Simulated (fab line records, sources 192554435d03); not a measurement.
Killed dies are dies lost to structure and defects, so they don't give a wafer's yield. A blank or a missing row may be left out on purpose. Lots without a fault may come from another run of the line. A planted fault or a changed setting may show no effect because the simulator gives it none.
Split-lot experiment | flow n5_finfet | 7 lots, 21 wafers read, on a route of 1938 steps

THE SPLIT
At N5_BEOL_M4_ILD_DEP_00 (deposits SiOC from DEMS/O2, target thk 79 nm, time 15.3 s), the setting time_s was moved away from the recipe's 15.3 s on 10 of the 21 wafers read, by -13.2% to +7.2%. The other wafers ran this setting at the recipe's value.

The file shows no step between the split and the reading.

THE READING
M4_ILD_THK, in nm, at N5_BEOL_M4_THK_MEAS_01. Fault-free wafers of this fab line usually give 79.7 nm, standard deviation 1.1 nm.

wafer  | tool, chamber at the split | time_s as run, s | against the recipe | M4_ILD_THK, nm | against lot-mates on the recipe
L076.1 | pecvd-03, 0                | 13.6             | -11.1%             | 69.6           | -10.6
L076.3 | pecvd-03, 2                | 15.3             | recipe             | 79.1           | -
L076.5 | pecvd-03, 1                | 15.3             | recipe             | 81.2           | -
L080.1 | pecvd-03, 0                | 14.69            | -4.0%              | 75.2           | -4.9
L080.3 | pecvd-03, 2                | 14.69            | -4.0%              | 77.1           | -3.0
L080.6 | pecvd-03, 1                | 15.3             | recipe             | 80.1           | -
L081.3 | pecvd-01, 1                | 14.31            | -6.5%              | 75.7           | -5.8
L081.4 | pecvd-01, 1                | 15.3             | recipe             | 82.3           | -
L081.6 | pecvd-01, 2                | 15.3             | recipe             | 80.8           | -
L083.2 | pecvd-03, 0                | 16.08            | +5.1%              | 82.0           | +1.6
L083.4 | pecvd-03, 2                | 16.08            | +5.1%              | 83.7           | +3.3
L083.5 | pecvd-03, 1                | 15.3             | recipe             | 80.4           | -
L095.1 | pecvd-03, 2                | 15.3             | recipe             | 79.3           | -
L095.3 | pecvd-03, 0                | 15.3             | recipe             | 78.3           | -
L095.4 | pecvd-03, 1                | 15.3             | recipe             | 80.9           | -
L096.2 | pecvd-01, 0                | 15.3             | recipe             | 81.5           | -
L096.4 | pecvd-01, 2                | 16.4             | +7.2%              | 85.4           | +3.9
L096.6 | pecvd-01, 1                | 16.4             | +7.2%              | 87.2           | +5.7
L097.1 | pecvd-02, 2                | 13.28            | -13.2%             | 68.3           | -12.3
L097.3 | pecvd-02, 1                | 13.28            | -13.2%             | 67.7           | -12.9
L097.6 | pecvd-02, 1                | 15.3             | recipe             | 80.6           | -

THE FIT
A straight line over all 21 wafers: M4_ILD_THK changes by +0.871 nm for each +1% of time_s; r = +0.97; the points scatter about the line by 1.2 nm.
The same after taking each lot's own level away (the mean of its wafers on the recipe; 21 wafers): +0.853 nm for each +1%; r = +0.98; scatter 1.1 nm.
On that fit, the largest move of time_s shifts the reading by 11 nm.
The lots' own levels span 79.50 to 81.55 nm, that is 1.9 times the standard deviation above.
So the lot-to-lot level changes the slope little: the two slopes agree.
Check: with one of the wafers moved furthest among these (-13.2%) left out of the fit, the line predicts -11.6 nm for it against its lot-mates. It came out at -12.3 nm against them.

OTHER SPLITS ON THESE WAFERS
These wafers also went through other splits before the reading. Each is held against what the fit with the lots' levels taken away leaves over:
other split on the same wafers   | wafers away from the commonest value | r with M4_ILD_THK (lot level and that fit taken away)
N5_BEOL_M3_TRENCH_ETCH_37 time_s | 5                                    | +0.35

THE WHOLE CHAIN: every reading that the file lists as answering this split, in the file's order
step                   | what it does                                              | reading                                                                            | change (the file's fit)               | r (the file's)
N5_BEOL_M4_ILD_DEP_00  | deposits SiOC from DEMS/O2, target thk 79 nm, time 15.3 s | SiOC_of_BEOL_M4_ILD_DEP_00.thk_nm (the simulator's own value, which no gauge read) | +0.884 nm for each +1% of the setting | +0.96
N5_BEOL_M4_THK_MEAS_01 |                                                           | M4_ILD_THK                                                                         | +0.885 for each +1% of the setting    | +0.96

THE FILE'S OWN FIT
M4_ILD_THK changes by +0.885 nm for each +1% of time_s, r = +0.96.
